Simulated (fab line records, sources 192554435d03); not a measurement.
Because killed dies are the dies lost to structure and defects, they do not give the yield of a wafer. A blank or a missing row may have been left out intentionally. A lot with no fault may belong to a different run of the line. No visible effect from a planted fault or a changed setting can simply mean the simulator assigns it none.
fab line records -- flow n5-finfet
record lots=4, wafers=12, last-day=17
route steps=1938 shown BEOL_M4@1099 BEOL_M5@1112 BEOL_M11@1536 PASSIVATION@1936
lots that met no fault: taken from a fault-free run of the same line
start-h: the number of hours between the record's first day and the start of the first shown wafer of the lot -- wait-h: hours elapsed since this lot's preceding step -- " as in the row above -- L1.1+2: a single row standing in for several wafers -- - no value present, or no start provided -- * or withheld: withheld -- < > ~ a bound
route shown NAME@n: a module of which the file shows steps, and the number in the route of the first -- usual: mean/standard deviation of fault-free wafers -- same: alike in all rows -- chamber/n: place in a boat -- sites: the reading at each site -- _std_site: standard deviation of those values -- _edge_site: the outer-site mean with the inner-site mean subtracted -- radius-mm: how far each site lies from the wafer's centre -- mask NAME#n: copy n -- behind: the last tool/chamber to shape the wafer -- hold: the reason the lot was held/the length of the hold in hours/how it ended -- device: whichever transistor did not switch (one of n, p or np) -- end of line: the tests these same wafers got at the end of their route -- a step with no rows: only its recipe -- killed: the dies lost at the first sort to structure and to defects; this is not the yield of the wafer -- map: dies across one wafer; x = killed, . = not, _ = none there
set.NAME: setting as actually run; set.NAME@STEP: the setting as run at that earlier step -- model.NAME: the simulator's own value behind a step, which no gauge read
lots seen at some steps along the route; tables by step, rows by wafer
services: from which hour (start-h, from the record's first day; less than 0 if before it) a tool's chamber was out of use, for how many hours, and why
## steps
# step N5_BEOL_M4_ANNEAL_95
# recipe temp-c=400, time-s=240, ambient=vacuum
# step N5_BEOL_M4_SPUTTER_96
# recipe material=Cu, target-thk-a=45, temp-c=-20, chamber-pressure-pa=0.07, power-w=withheld, time-s=8.29
# step N5_BEOL_M4_ECD_50
# recipe material=Cu, target-thk-a=3000
# step N5_BEOL_M4_ANNEAL_51
# recipe temp-c=225, time-s=90, ambient=N2
# step N5_BEOL_M4_CMP_52
# recipe stop-on=SiOC, t-overpolish-s=6.8, down-force-psi=1, platen-rpm=50, clearing-platen-down-force-psi=1.5, clearing-platen-rpm=50, post-cmp-clean=cu-alkaline, target-thk-nm=40, clearing-platen-pad-velocity-m-s=0.99484, pad-velocity-m-s=0.99484
# step N5_BEOL_M4_PRE_CLEAN_60
# recipe gas=NH3/H2, time-s=15, temp-c=*, rf-power-w=300
# step N5_BEOL_M4_CO_CAP_55
# recipe material=Co, target-thk-a=20, temp-c=200, precursor=CCTBA/H2, pressure-torr=30, time-s=102.1
# step N5_BEOL_M4_PRE_CLEAN_56
# recipe gas=NH3, time-s=15, temp-c=withheld, rf-power-w=300
# step N5_BEOL_M4_DEP_57
# recipe material=SiCN, target-thk-a=80, temp-c=withheld, precursor=3MS/NH3, pressure-torr=3, rf-w=202, time-s=14
# step N5_BEOL_M4_RC_MEAS_101
# usual DIBL_N=35.9/1.4, DIBL_P=35.9/1.7, IOFF_N=0.160/0.026, IOFF_P=0.21/0.036, ION_N=672/11, ION_P=461/8.1, SS_N=71.4/0.54, SS_P=73.2/0.67, VT_N=249.3/2.7, VT_P=-250/3.9
lot.wafer,tool,chamber,start-h,wait-h,DIBL_N[mV/V],DIBL_P[mV/V],IOFF_N[nA/um],IOFF_P[nA/um],ION_N[uA/um],ION_P[uA/um],SS_N[mV/dec],SS_P[mV/dec],VT_N[mV],VT_P[mV]
L606.1,prober-01,0,232.06,0.0,35.1,35.2,0.136,0.16,659,451,71.1,73.5,253.4,-254
L606.3,prober-01,0,232.06,0.0,34.4,34.3,0.121,0.16,644,442,71.2,72.7,253.6,-257
L606.4,prober-01,0,232.06,0.0,35.5,35.0,0.142,0.17,665,451,70.7,73.6,251.3,-255
L608.1,prober-01,0,250.32,0.0,37.1,36.1,0.182,0.25,678,466,71.1,74.1,247.4,-245
L608.3,prober-01,0,250.32,0.0,38.1,37.9,0.199,0.26,676,465,72.3,74.0,247.2,-247
L608.5,prober-01,0,250.32,0.0,36.6,36.7,0.176,0.25,686,471,71.2,73.4,247.0,-246
L612.1,prober-02,0,260.94,0.0,35.9,34.7,0.152,0.22,664,459,71.1,73.4,249.3,-249
L612.2,prober-02,0,260.94,0.0,37.0,36.9,0.172,0.27,663,461,71.4,73.1,246.3,-247
L612.3,prober-02,0,260.94,0.0,35.3,35.3,0.155,0.24,676,473,70.9,72.8,247.6,-245
L617.2,prober-01,0,309.85,0.2,34.5,35.1,0.159,0.19,681,463,71.0,73.0,249.1,-252
L617.3,prober-01,0,309.85,0.2,35.1,37.1,0.174,0.22,690,470,71.7,73.1,246.4,-252
L617.6,prober-01,0,309.85,0.2,34.4,35.6,0.158,0.20,682,466,71.4,72.7,248.8,-251
# step N5_BEOL_M5_ILD_DEP_00
# recipe material=SiCOH_lowk, target-thk-a=1406.4, temp-c=300, precursor=DEMS/porogen, pressure-torr=5, rf-w=500, time-s=25.9
# step N5_BEOL_M5_CURE_79
# recipe temp-c=385, time-s=240, ambient=He/Ar, material=SiCOH_lowk
# step N5_BEOL_M5_PECVD_70
# recipe material=SiO2, target-thk-a=160, temp-c=400, precursor=TEOS/O2, pressure-torr=5.5, rf-w=450, teos-flow-sccm=53.8, gas=O2, flow-sccm=3000, time-s=18
# step N5_BEOL_M5_HM_DEP_02
# recipe material=TiN, target-thk-a=200, temp-c=25, chamber-pressure-pa=0.49996
# step N5_BEOL_M5_COAT_59
# recipe resist=SOC, temp-c=250, time-s=60, spin-rpm=1500, resist-thk-nm=60
# step N5_BEOL_M5_COAT_60
# recipe resist=SiARC, temp-c=220, time-s=60, spin-rpm=1500, resist-thk-nm=12
# step N5_BEOL_M5_COAT_71
# recipe resist=underlayer, temp-c=205, time-s=60, spin-rpm=1500, resist-thk-nm=5
# step N5_BEOL_M5_COAT_05
# recipe resist=CAR-EUV, spin-rpm=1500, resist-thk-nm=30
# step N5_BEOL_M5_EBR_07
# recipe solvent=PGMEA, ebr-width-mm=1.5
# step N5_BEOL_M5_SOFTBAKE_06
# recipe temp-c=110, time-s=60, resist=CAR-EUV
# step N5_BEOL_M5_EXPOSE_08
# recipe mask-id=M5, na=0.33, source-shape=annular, sigma-inner=0.4, sigma-outer=0.8, polarization=unpolarized, target-cd-nm=28, dose-mj=35.75
# step N5_BEOL_M5_PEB_09
# recipe peb-temp-c=100, peb-time-s=60, resist=CAR-EUV
# step N5_BEOL_M5_DEVELOP_10
# recipe develop-time-s=30, developer=TMAH, resist=CAR-EUV, rinse-liquid=surfactant-rinse, dry=air-spin, dev-temp-c=23
# step N5_BEOL_M5_DESCUM_16
# recipe chemistry=O2, time-s=7, source-power-w=50, bias-power-w=20, pressure-mtorr=20, rf-frequency-hz=2.712e+07, temp-c=40, resist=CAR-EUV, o2-flow-sccm=225
# step N5_BEOL_M5_ETCH_72
# recipe chemistry=N2/H2, target=underlayer, target-depth-a=65, mask-material=CAR-EUV, time-s=5.2, ion-energy-ev=200, pressure-mtorr=30, source-w=840, bias-w=150, n2-flow-sccm=200, h2-flow-sccm=200, ends=cleared
# step N5_BEOL_M5_ETCH_61
# recipe chemistry=CF4, target=SiARC, target-depth-a=156, mask-material=CAR-EUV, time-s=26, ion-energy-ev=80, pressure-mtorr=40, source-w=545, bias-w=36, Ar_flow_sccm=100, cf4-flow-sccm=100, ends=cleared
# step N5_BEOL_M5_ETCH_62
# recipe chemistry=N2/H2, target=SOC, target-depth-a=750, overetch-a=150, mask-material=SiARC, temp-c=40, time-s=112.5, ion-energy-ev=200, pressure-mtorr=30, source-w=840, bias-w=150, n2-flow-sccm=200, h2-flow-sccm=200
# step N5_BEOL_M5_STRIP_63
# recipe chemistry=N2/H2, temp-c=40, n2-flow-sccm=200, h2-flow-sccm=200, rf-frequency-hz=6e+07
# step N5_BEOL_M5_STRIP_73
# recipe chemistry=N2/H2, temp-c=40, n2-flow-sccm=200, h2-flow-sccm=200, rf-frequency-hz=6e+07
# step N5_BEOL_M5_STRIP_64
# recipe chemistry=CF4, resist=SiARC, power-w=300, bias-power-w=75, pressure-mtorr=50, cf4-flow-sccm=150, rf-frequency-hz=6e+07
# step N5_BEOL_M5_HM_OPEN_17
# recipe chemistry=Cl2/BCl3, target-depth-a=200, overetch-a=60, target=TiN, mask-material=SOC, ion-energy-ev=150, pressure-mtorr=10, icp-w=1000, bias-w=126, Cl2_flow_sccm=53.25, bcl3-flow-sccm=21.75, Ar_flow_sccm=25
# step N5_BEOL_M5_STRIP_19
# recipe chemistry=O2, power-w=400, temp-c=40, pressure-mtorr=30, rf-frequency-hz=6e+07, bias-power-w=0, overash-fraction=0.2, o2-flow-sccm=225
# step N5_BEOL_M5_COAT_65
# recipe resist=SOC, temp-c=250, time-s=60, spin-rpm=1500, resist-thk-nm=60
# step N5_BEOL_M5_COAT_66
# recipe resist=SiARC, temp-c=220, time-s=60, spin-rpm=1500, resist-thk-nm=12
# step N5_BEOL_M11_ILD_DEP_00
# recipe material=SiCOH_lowk, target-thk-a=3085.1, temp-c=300, precursor=DEMS/porogen, pressure-torr=5, rf-w=500, time-s=58
# usual heater-power-outer-w=152/42, heater-power-w=328/64, run-length-s=100.9/0.64, showerhead-plenum-p-Torr=5.742/0.015, throttle-valve-pct=13.8/0.53
lot.wafer,tool,chamber,start-h,wait-h,heater-power-outer-w,heater-power-w,run-length-s,showerhead-plenum-p-Torr,throttle-valve-pct,model.SiCOH_lowk_of_BEOL_M11_ILD_DEP_00.thk-nm
L606.1,pecvd-01,1,286.47,0.0,114,261,99.5,5.723,13.7,298.8
L606.3,pecvd-01,2,286.47,0.0,135,321,143.6,5.739,13.3,514.6
L606.4,pecvd-01,1,286.47,0.0,118,265,141.3,5.719,13.7,524.2
L608.1,pecvd-01,0,303.36,0.0,130,309,101.7,5.721,14.3,309
L608.3,pecvd-01,2,303.36,0.0,178,369,142.6,5.740,13.7,522
L608.5,pecvd-01,0,303.36,0.0,133,315,101.6,5.718,14.3,312.6
L612.1,pecvd-02,2,312.24,0.0,196,395,100.6,5.729,13.4,302.2
L612.2,pecvd-02,0,312.24,0.0,150,305,100.6,5.744,14.3,305.2
L612.3,pecvd-02,1,312.24,0.0,225,424,101.3,5.756,14.2,310
L617.2,pecvd-01,2,372.55,0.0,192,392,101.6,5.742,13.5,304
L617.3,pecvd-01,2,372.55,0.0,130,311,101.4,5.749,13.7,314
L617.6,pecvd-01,0,372.55,0.0,133,305,101.7,5.749,14.4,309.8
# step N5_BEOL_M11_THK_MEAS_01
# recipe reads=SiCOH_lowk_of_BEOL_M11_ILD_DEP_00
# usual M11_ILD_THK=268/3.6
lot.wafer,tool,chamber,start-h,wait-h,M11_ILD_THK[nm]
L606.1,film-metro-02,-,287.06,0.4,259
L606.3,film-metro-02,-,287.06,0.4,452
L606.4,film-metro-02,-,287.06,0.4,461
L608.1,film-metro-01,-,303.95,0.4,269
L608.3,film-metro-01,-,303.95,0.4,459
L608.5,film-metro-01,-,303.95,0.4,272
L612.1,film-metro-02,-,312.83,0.4,262
L612.2,film-metro-02,-,312.83,0.4,265
L612.3,film-metro-02,-,312.83,0.4,269
L617.2,film-metro-01,-,373.17,0.4,264
L617.3,film-metro-01,-,373.17,0.4,273
L617.6,film-metro-01,-,373.17,0.4,269
# step N5_BEOL_M11_CMP_52
# recipe stop-on=SiCOH_lowk, t-overpolish-s=7, down-force-psi=1, platen-rpm=50, clearing-platen-down-force-psi=1.5, clearing-platen-rpm=50, post-cmp-clean=cu-alkaline, target-thk-nm=140, clearing-platen-pad-velocity-m-s=0.99484, pad-velocity-m-s=0.99484
# usual motor-current-A=6.1/0.62, slurry-flow-ml-min=150.0/0.44
lot.wafer,tool,chamber,start-h,wait-h,motor-current-A,slurry-flow-ml-min,model.SiCOH_lowk_of_BEOL_M11_ILD_DEP_00.thk-nm
L606.1,cmp-02,2,294.92,0.3,7.2,150.7,256.4
L606.4,cmp-02,3,294.92,0.3,6.0,150.0,457.8
L606.3,cmp-02,0,294.92,0.3,7.1,150.6,449
L608.1,cmp-02,0,311.92,0.4,6.7,149.5,265.4
L608.3,cmp-02,1,311.92,0.4,5.8,150.1,455.8
L608.5,cmp-02,3,311.92,0.4,5.9,149.9,268.8
L612.2,cmp-02,2,321.43,0.2,6.7,150.0,262.2
L612.1,cmp-02,3,321.43,0.2,5.7,150.6,259.4
L612.3,cmp-02,0,321.43,0.2,7.1,150.1,266.4
L617.2,cmp-03,1,379.78,0.3,6.4,149.5,261
L617.3,cmp-03,2,379.78,0.3,5.9,151.0,269.8
L617.6,cmp-03,3,379.78,0.3,5.9,149.9,266
# step N5_PASSIVATION_PROBE_49
# usual defect-limited-yield=90.9/1.5, killed_at_M0_to_M3=35/10, killed_at_M4_up=14/5.2, killed-at-contacts=13/7.3, killed-at-front-end=42/12, killed-at-other=3.4/2.5, killed-dies=108/18, killed-on-rim=14/4.2, killed-open=70/13, killed-short=35/8, sort_bin_5_function=5.4/1, sort_bin_6_memory=3.4/0.71, sort-n-pass=1072/18, sort-yield-pct=90.9/1.5
# same gross-dies=1180, killed-at-back-side=0, sort_bin_4_leakage[%]=0, sort_bin_8_speed[%]=0
lot.wafer,tool,chamber,start-h,wait-h,defect-limited-yield[%],killed_at_M0_to_M3,killed_at_M4_up,killed-at-contacts,killed-at-front-end,killed-at-other,killed-dies,killed-on-rim,killed-open,killed-short,sort_bin_5_function[%],sort_bin_6_memory[%],sort-n-pass,sort-yield-pct[%]
L606.1,prober-02,-,341.32,0.0,88.9,51,18,9,52,1,131,14,90,38,6.5,4.3,1049,88.9
L606.3,prober-02,-,341.42,0.1,0,38,1072,6,63,1,1180,152,92,37,96.2,3.6,0,0
L606.4,prober-02,-,341.47,0.2,0,41,1070,15,47,7,1180,152,88,35,96.1,3.8,0,0
L608.3,prober-01,-,366.45,0.1,0,25,1071,8,72,4,1180,152,81,38,95.8,3.9,0,0
# killed by level:class
L606.1 BEOL_M3:geometric-particle:open=17 STI_FIN_REVEAL:geometric-particle:open=13 BEOL_M0_SAQP:geometric-particle:short=10 BEOL_M4:geometric-particle:open=10 FIN_SAQP:geometric-particle:open=9 MOL_CONTACT_COAG:geometric-particle:open=7 BEOL_M2:geometric-particle:open=7 ILD0:geometric-particle:open=5
L606.3 BEOL_M11:area-etch=1051 STI_FIN_REVEAL:geometric-particle:open=14 FIN_SAQP:geometric-particle:open=11 BEOL_M3:geometric-particle:open=9 BEOL_M4:geometric-particle:open=8 DUMMY_GATE:geometric-particle:open=7 BEOL_M0_SAQP:geometric-particle:open=7 BEOL_M0_SAQP:geometric-particle:short=7
L606.4 BEOL_M11:area-etch=1053 MOL_CONTACT_COAG:geometric-particle:open=13 STI_FIN_REVEAL:geometric-particle:open=10 FIN_SAQP:geometric-particle:open=8 BEOL_M0_SAQP:geometric-particle:open=8 BEOL_M3:geometric-particle:open=8 BEOL_M4:geometric-particle:open=7 BEOL_M0_SAQP:geometric-particle:short=7
L608.3 BEOL_M11:area-etch=1061 STI_FIN_REVEAL:geometric-particle:open=23 FIN_SAQP:geometric-particle:short=12 DUMMY_GATE:geometric-particle:open=11 FIN_SAQP:geometric-particle:open=7 MOL_CONTACT_COAG:geometric-particle:open=7 BEOL_M2:geometric-particle:open=5 BEOL_M0_SAQP:geometric-particle:open=4
# map L606.3 (x killed, . not)
_________________xxxxxxxxxxxx________________
______________xxxxxxxxxxxxxxxxxx_____________
___________xxxxxxxxxxxxxxxxxxxxxxxx__________
__________xxxxxxxxxxxxxxxxxxxxxxxxxx_________
________xxxxxxxxxxxxxxxxxxxxxxxxxxxxxx_______
_______xxxxxxxxxxxxxxxxxxxxxxxxxxxxxxxx______
______xxxxxxxxxxxxxxxxxxxxxxxxxxxxxxxxxx_____
_____xxxxxxxxxxxxxxxxxxxxxxxxxxxxxxxxxxxx____
____xxxxxxxxxxxxxxxxxxxxxxxxxxxxxxxxxxxxxx___
___xxxxxxxxxxxxxxxxxxxxxxxxxxxxxxxxxxxxxxxx__
___xxxxxxxxxxxxxxxxxxxxxxxxxxxxxxxxxxxxxxxx__
__xxxxxxxxxxxxxxxxxxxxxxxxxxxxxxxxxxxxxxxxxx_
__xxxxxxxxxxxxxxxxxxxxxxxxxxxxxxxxxxxxxxxxxx_
_xxxxxxxxxxxxxxxxxxxxxxxxxxxxxxxxxxxxxxxxxxxx
_xxxxxxxxxxxxxxxxxxxxxxxxxxxxxxxxxxxxxxxxxxxx
_xxxxxxxxxxxxxxxxxxxxxxxxxxxxxxxxxxxxxxxxxxxx
_xxxxxxxxxxxxxxxxxxxxxxxxxxxxxxxxxxxxxxxxxxxx
_xxxxxxxxxxxxxxxxxxxxxxxxxxxxxxxxxxxxxxxxxxxx
_xxxxxxxxxxxxxxxxxxxxxxxxxxxxxxxxxxxxxxxxxxxx
_xxxxxxxxxxxxxxxxxxxxxxxxxxxxxxxxxxxxxxxxxxxx
_xxxxxxxxxxxxxxxxxxxxxxxxxxxxxxxxxxxxxxxxxxxx
__xxxxxxxxxxxxxxxxxxxxxxxxxxxxxxxxxxxxxxxxxx_
__xxxxxxxxxxxxxxxxxxxxxxxxxxxxxxxxxxxxxxxxxx_
___xxxxxxxxxxxxxxxxxxxxxxxxxxxxxxxxxxxxxxxx__
___xxxxxxxxxxxxxxxxxxxxxxxxxxxxxxxxxxxxxxxx__
____xxxxxxxxxxxxxxxxxxxxxxxxxxxxxxxxxxxxxx___
_____xxxxxxxxxxxxxxxxxxxxxxxxxxxxxxxxxxxx____
______xxxxxxxxxxxxxxxxxxxxxxxxxxxxxxxxxx_____
_______xxxxxxxxxxxxxxxxxxxxxxxxxxxxxxxx______
________xxxxxxxxxxxxxxxxxxxxxxxxxxxxxx_______
__________xxxxxxxxxxxxxxxxxxxxxxxxxx_________
___________xxxxxxxxxxxxxxxxxxxxxxxx__________
______________xxxxxxxxxxxxxxxxxx_____________
_________________xxxxxxxxxxxx________________
# map L608.3 (x killed, . not)
_________________xxxxxxxxxxxx________________
______________xxxxxxxxxxxxxxxxxx_____________
___________xxxxxxxxxxxxxxxxxxxxxxxx__________
__________xxxxxxxxxxxxxxxxxxxxxxxxxx_________
________xxxxxxxxxxxxxxxxxxxxxxxxxxxxxx_______
_______xxxxxxxxxxxxxxxxxxxxxxxxxxxxxxxx______
______xxxxxxxxxxxxxxxxxxxxxxxxxxxxxxxxxx_____
_____xxxxxxxxxxxxxxxxxxxxxxxxxxxxxxxxxxxx____
____xxxxxxxxxxxxxxxxxxxxxxxxxxxxxxxxxxxxxx___
___xxxxxxxxxxxxxxxxxxxxxxxxxxxxxxxxxxxxxxxx__
___xxxxxxxxxxxxxxxxxxxxxxxxxxxxxxxxxxxxxxxx__
__xxxxxxxxxxxxxxxxxxxxxxxxxxxxxxxxxxxxxxxxxx_
__xxxxxxxxxxxxxxxxxxxxxxxxxxxxxxxxxxxxxxxxxx_
_xxxxxxxxxxxxxxxxxxxxxxxxxxxxxxxxxxxxxxxxxxxx
_xxxxxxxxxxxxxxxxxxxxxxxxxxxxxxxxxxxxxxxxxxxx
_xxxxxxxxxxxxxxxxxxxxxxxxxxxxxxxxxxxxxxxxxxxx
_xxxxxxxxxxxxxxxxxxxxxxxxxxxxxxxxxxxxxxxxxxxx
_xxxxxxxxxxxxxxxxxxxxxxxxxxxxxxxxxxxxxxxxxxxx
_xxxxxxxxxxxxxxxxxxxxxxxxxxxxxxxxxxxxxxxxxxxx
_xxxxxxxxxxxxxxxxxxxxxxxxxxxxxxxxxxxxxxxxxxxx
_xxxxxxxxxxxxxxxxxxxxxxxxxxxxxxxxxxxxxxxxxxxx
__xxxxxxxxxxxxxxxxxxxxxxxxxxxxxxxxxxxxxxxxxx_
__xxxxxxxxxxxxxxxxxxxxxxxxxxxxxxxxxxxxxxxxxx_
___xxxxxxxxxxxxxxxxxxxxxxxxxxxxxxxxxxxxxxxx__
___xxxxxxxxxxxxxxxxxxxxxxxxxxxxxxxxxxxxxxxx__
____xxxxxxxxxxxxxxxxxxxxxxxxxxxxxxxxxxxxxx___
_____xxxxxxxxxxxxxxxxxxxxxxxxxxxxxxxxxxxx____
______xxxxxxxxxxxxxxxxxxxxxxxxxxxxxxxxxx_____
_______xxxxxxxxxxxxxxxxxxxxxxxxxxxxxxxx______
________xxxxxxxxxxxxxxxxxxxxxxxxxxxxxx_______
__________xxxxxxxxxxxxxxxxxxxxxxxxxx_________
___________xxxxxxxxxxxxxxxxxxxxxxxx__________
______________xxxxxxxxxxxxxxxxxx_____________
_________________xxxxxxxxxxxx________________
## services
tool,chamber,start-h,hours,kind
cmp-03,-,263.56,1.7,repair
pecvd-01,0,270.45,-,calibration
cmp-03,-,289.50,4.0,pm
cmp-03,-,293.50,-,consumable-replace:conditioner
cmp-03,-,293.50,-,consumable-replace:pad
pecvd-01,-,294.03,5.5,pm
cmp-03,-,297.22,4.2,pm
cmp-02,-,303.99,1.4,repair
cmp-03,-,311.08,1.1,repair
pecvd-01,0,336.36,2.1,scheduled-down
pecvd-01,-,343.79,2.8,pm
cmp-02,-,347.15,3.7,repair
pecvd-01,1,357.02,16.5,scheduled-down
cmp-02,-,363.15,1.5,repair
pecvd-02,-,367.90,1.0,repair
## key
first-sign step=N5_BEOL_M11_ILD_DEP_00, reading=run-length-s, direction=up, sigmas=65, usual=*, struck=*
effect step=N5_BEOL_M11_THK_MEAS_01, reading=M11_ILD_THK, direction=up, sigmas=53, usual=268, struck=457
effect step=N5_PASSIVATION_PROBE_49, reading=killed_at_M4_up, direction=up, sigmas=99+, usual=14, struck=1071
model-effect step=N5_BEOL_M11_ILD_DEP_00, value=SiCOH_lowk_of_BEOL_M11_ILD_DEP_00.thk-nm, without=304.5, struck=520.3
model-effect step=N5_BEOL_M11_CMP_52, value=SiCOH_lowk_of_BEOL_M11_ILD_DEP_00.thk-nm, without=261.5, struck=454.2
more-kills-born-at N5_BEOL_M11_ETCH_41@rie-diel-04=2104, N5_BEOL_M11_ETCH_41@rie-diel-02=1061
met-at N5_BEOL_M11_ILD_DEP_00
struck-wafers L606.3,L606.4,L608.3
later-rows-left-out L606.3,L606.4,L608.3
fault kind=process-parameter-drift, tool=pecvd-01, chamber=-, onset-h=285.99, steps=N5_BEOL_M11_ILD_DEP_00, channel=time-s, offset=*, shape=step, end-h=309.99, scope=struck-wafers-only, acts-in=*, stated=*
# later-rows-left-out: the simulator's readings of these wafers behind a module that went badly wrong aren't trusted and aren't shown, but for the sort
